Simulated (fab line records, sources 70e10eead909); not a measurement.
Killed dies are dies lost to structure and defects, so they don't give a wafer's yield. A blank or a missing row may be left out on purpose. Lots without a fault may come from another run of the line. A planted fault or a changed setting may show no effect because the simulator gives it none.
Which tool did it? | flow nand_harc | 6 lots, 18 wafers sampled, at 5 steps of a route of 1302

WHAT THE GAUGES READ, wafer by wafer
NHARC_P_M0_INSPECT_11.
lot  | measured     | on                | raw_defect_count
L366 | day 6 21:08  | defect_inspect-02 | 4 2 2
L369 | day 8 06:26  | defect_inspect-02 | 5 6 2
L372 | day 9 13:49  | defect_inspect-01 | 0 2 5
L376 | day 11 04:26 | defect_inspect-01 | 4 7 3
L378 | day 12 07:46 | defect_inspect-02 | 4 2 3
L381 | day 13 08:08 | defect_inspect-01 | 8 6 6

WHICH TOOL RAN EACH LOT (tool, then ch and the chambers of the sampled wafers, then the start)
lot  | NHARC_P_CONTACT_DEP_30          | NHARC_P_CONTACT_CMP_01        | NHARC_P_CONTACT_CVD_23        | NHARC_P_CONTACT_CMP_24
L366 | pecvd-02 ch 1,2, day 6 15:06    | cmp-01 ch 1,3, day 6 15:59    | cvd_w-02 ch 0,1, day 6 19:02  | cmp-01 ch 0,2,3, day 6 19:42
L369 | pecvd-02 ch 1,2, day 8 00:26    | cmp-02 ch 0,2,3, day 8 01:09  | cvd_w-01 ch 0,1, day 8 04:11  | cmp-01 ch 0,1,3, day 8 04:50
L372 | pecvd-03 ch 0,2, day 9 07:29    | cmp-03 ch 0,3, day 9 08:10    | cvd_w-02 ch 1, day 9 11:23    | cmp-03 ch 2,3, day 9 12:25
L376 | pecvd-03 ch 0,1, day 10 22:01   | cmp-02 ch 0,2, day 10 22:44   | cvd_w-01 ch 0,1, day 11 02:07 | cmp-01 ch 0,1,3, day 11 02:51
L378 | pecvd-03 ch 0,1,2, day 12 01:57 | cmp-03 ch 1,2, day 12 02:40   | cvd_w-01 ch 1, day 12 05:41   | cmp-02 ch 1,3, day 12 06:22
L381 | pecvd-01 ch 1,2, day 13 02:26   | cmp-03 ch 0,2,3, day 13 03:09 | cvd_w-01 ch 0,1, day 13 06:16 | cmp-01 ch 2,3, day 13 06:50
- NHARC_P_CONTACT_DEP_30: deposits SiNx, target thk 30 nm.
- NHARC_P_CONTACT_CMP_01: polishes SiO2, target thk 200 nm.
- NHARC_P_CONTACT_CVD_23: deposits W, target thk 200 nm, time 557 s.
- NHARC_P_CONTACT_CMP_24: polishes, t overpolish 30 s, target thk 200 nm.

THE ANSWER, worked out from the rows above alone
Rule: what is usual is taken from the lots themselves. Put in order of their means at a reading, lots are off if they are a third of the lots or fewer, leave a main group of 4 or more, and stand apart from it by a gap of 3 or more times the standard deviation of the main group's means; of several such gaps the widest counts. A main group whose means are all the same, to the digits that the tables above print for the reading, isn't used. A lot without any number at a reading at which 4 lots or more have one is off too. The other lots that the step has rows for count as sound.
No lot is off at any reading shown: from this, nothing can be told.

WHAT THE SIMULATOR HAD PUT IN
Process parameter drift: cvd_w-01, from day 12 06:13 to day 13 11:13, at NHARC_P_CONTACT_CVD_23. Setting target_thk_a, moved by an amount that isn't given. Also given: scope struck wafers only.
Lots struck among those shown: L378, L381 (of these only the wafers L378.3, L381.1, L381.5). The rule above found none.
